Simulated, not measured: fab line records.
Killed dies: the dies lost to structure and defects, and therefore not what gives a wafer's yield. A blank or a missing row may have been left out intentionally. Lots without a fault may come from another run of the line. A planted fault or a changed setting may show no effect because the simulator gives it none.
A struck lot beside a sound one + flow n5_finfet + 35 out of 1938 route steps
Sound: these wafers, L461.2, L461.4, L461.6. Wafers L456.3, L456.5, L456.6 were the ones struck. The cause comes at the end.
Per side, at each step with rows, come the tool, then ch with its chambers, and then its first start. Under that, the readings that differ: sound wafers + struck wafers + difference of the means + sigmas: that difference in standard deviations of wafers without a fault.
alike: readings whose means differ by less than 2 such deviations, and words and numbers that are the same on both sides. not compared: withheld readings, readings that some wafer has no value for, bounds like >300 that may hide the same value, and numbers for which the record gives no deviation and whose values overlap.
The two part at a step that has a row with sigmas, a row that says differs or no value, or rows on one side only. Numbers that have no deviation but don't overlap get no sigmas and don't part them. A reading that every wafer of one side lacks parts them only if that side has two wafers or more.

first, 12 steps without rows for these wafers: N5_SD_EPI_P_ETCH_37 (etches SOC in N2/H2, overetch 108 nm, time 486 s); N5_SD_EPI_P_STRIP_38 (strips in N2/H2); N5_SD_EPI_P_ETCHBACK_46 (etches SiNx in CH3F/O2, stops on SiO2, target depth 17.5 nm); N5_SD_EPI_P_ETCH_47 (etches SiOCN in CH3F/O2, target depth 25 nm); N5_SD_EPI_P_ETCH_16 (etches SiO2 in CHF3/O2, target depth 5 nm); N5_SD_EPI_P_STRIP_50 (strips in CHF3/O2); N5_SD_EPI_P_SD_RECESS_17 (chemistry HBr/Cl2/O2, target depth 39.1 nm, bt time 3 s); N5_SD_EPI_P_WET_ETCH_45 (etches SiO2 in dHF, time 10.7 s, target depth 2 nm, rinse time 30 s); N5_SD_EPI_P_STRIP_40 (strips in N2/H2); N5_SD_EPI_P_PRECLEAN_52 (cleans in O3/DIW, time 60 s); N5_SD_EPI_P_SRD_20 (time 30 s); N5_SD_EPI_P_PRECLEAN_51 (cleans in NF3:NH3, afs cycles 1, time 20 s, sublimation time 60 s).
N5_SD_EPI_P_VAPOR_ETCH_44: etches SiGe30 in NF3/Ar, time 3.3 s.
  sound on epi_rpcvd-02 ch 0, day 7 22:47; struck on epi_rpcvd-03, day 6 17:18
  no value came back on the struck wafers for susceptor_temp_C (C), time_s (s); on the sound wafers susceptor_temp_C (C) reads 25.24 25.04 25.08
then, 20 steps without rows for these wafers: N5_SD_EPI_P_EPI_21 (deposits SiGe:B, time 355 s); N5_SD_EPI_P_HM_STRIP_48 (strips SiNx in H3PO4, material SiNx, target depth 3 nm); N5_SD_EPI_P_SRD_49 (time 30 s); N5_SD_EPI_P_PRECLEAN_24 (cleans in O3/DIW, time 45 s); N5_SD_EPI_P_PRECLEAN_32 (cleans in dHF, time 10 s); N5_SD_EPI_P_PRECLEAN_33 (cleans in SC2, time 45 s); N5_SD_EPI_P_SRD_25 (time 30 s); N5_SD_ACTIVATION_RTA_00 (time 0 s); N5_SD_ACTIVATION_LSA_01 (time 0.0008 s); N5_ILD0_LINER_00 (material SiNx, target thk 4 nm, pulse time 1 s, purge time 2 s); N5_ILD0_FCVD_FILL_01 (material SiO2 flowable, target thk 200 nm, time 328.3 s); N5_ILD0_CURE_02 (time 1800 s); N5_ILD0_CMP_03 (polishes, stops on SiNx, t overpolish 1.9 s, target thk 197.38 nm); N5_ILD0_CMP_07 (polishes SiO2 flowable, stops on poly-Si, t overpolish 1.18 s, target thk 138.88 nm); N5_ILD0_PRECLEAN_10 (cleans in NF3:NH3, afs cycles 5, time 20 s, sublimation time 60 s); N5_ILD0_ALD_15 (deposits SiNx, target thk 24 nm, pulse time 1 s, ald cycles 480); N5_ILD0_CMP_12 (polishes SiNx, stops on poly-Si, t overpolish 6 s, target thk 17.67 nm); N5_SDB_HM_DEP_00 (deposits SiNx from SiH4/NH3/N2, target thk 40 nm, time 35.3 s); N5_SDB_COAT_03 (time 60 s, resist thk 100 nm); N5_SDB_COAT_04 (time 60 s, resist thk 18 nm).
-- the record jumps here: 5 days lie between the struck wafers' starts before and after (it left off in module SDB and takes up again in module BEOL_M4, whose first step shown is number 1111 of the route) --
N5_BEOL_M4_RC_MEAS_101:
  sound on prober-01 ch 0, day 13 04:00; struck on prober-01 ch 0, day 12 00:39
| reading            | sound             | struck            | difference | sigmas |
|--------------------|-------------------|-------------------|------------|--------|
| CJ_P               | 5.43 5.82 5.63    | 4.31 4.40 4.17    | -1.33      | -8     |
| DIBL_P (mV/V)      | 37.9 35.6 39.5    | 23.5 21.9 26.6    | -13.7      | -6     |
| IOFF_P (nA/um)     | 0.25 0.23 0.30    | 0.03 0.02 0.04    | -0.23      | -6     |
| IOFF_P_85C (nA/um) | 4.2 4.0 4.8       | 0.7 0.6 0.8       | -3.6       | -6     |
| IOFF_P_LIN (nA/um) | 0.114 0.110 0.127 | 0.019 0.017 0.022 | -0.098     | -7     |
| ION_P (uA/um)      | 466 471 468       | 288 289 294       | -178       | -26    |
| REXT_P (ohm.um)    | 99.8 97.6 98.8    | 299.0 292.5 293.1 | +196.1     | +68    |
| SS_P (mV/dec)      | 74.5 73.7 74.8    | 70.7 70.4 72.1    | -3.3       | -5     |
| VT_P (mV)          | -248 -247 -246    | -291 -293 -286    | -43        | -13    |
| VT_P_LVT (mV)      | -97 -96 -94       | -141 -142 -136    | -44        | -15    |
  alike: DIBL_N, IOFF_N, ION_N, SS_N, VT_N
-- here the record skips 4 days between the struck wafers' starts before and after, leaving off in module BEOL_M4 and picking up in module PASSIVATION (first step shown: number 1936 of the route) --
N5_PASSIVATION_PROBE_49:
  sound: prober-01 at day 17 17:02; struck: prober-01 at day 16 08:11
| reading              | sound          | struck            | difference | sigmas      |
|----------------------|----------------|-------------------|------------|-------------|
| killed_at_M4_up      | 7 12 11        | 18 18 27          | +11        | +2          |
| sort_bin_8_speed (%) | 0 0 0          | 90.93 90.93 91.10 | +90.99     | +99 or more |
| sort_n_pass          | 1100 1078 1088 | 0 0 0             | -1089      | -60         |
| sort_yield_pct (%)   | 93.2 91.4 92.2 | 0 0 0             | -92        | -58         |
  alike: defect_limited_yield, killed_at_M0_to_M3, killed_at_contacts, killed_at_front_end, killed_at_other, killed_dies, killed_open, killed_short, sort_bin_4_leakage, sort_bin_5_function, sort_bin_6_memory

WHERE THEY PART
Earliest at N5_SD_EPI_P_VAPOR_ETCH_44; latest, in this record, at N5_PASSIVATION_PROBE_49.

WHY: what the simulator had put in
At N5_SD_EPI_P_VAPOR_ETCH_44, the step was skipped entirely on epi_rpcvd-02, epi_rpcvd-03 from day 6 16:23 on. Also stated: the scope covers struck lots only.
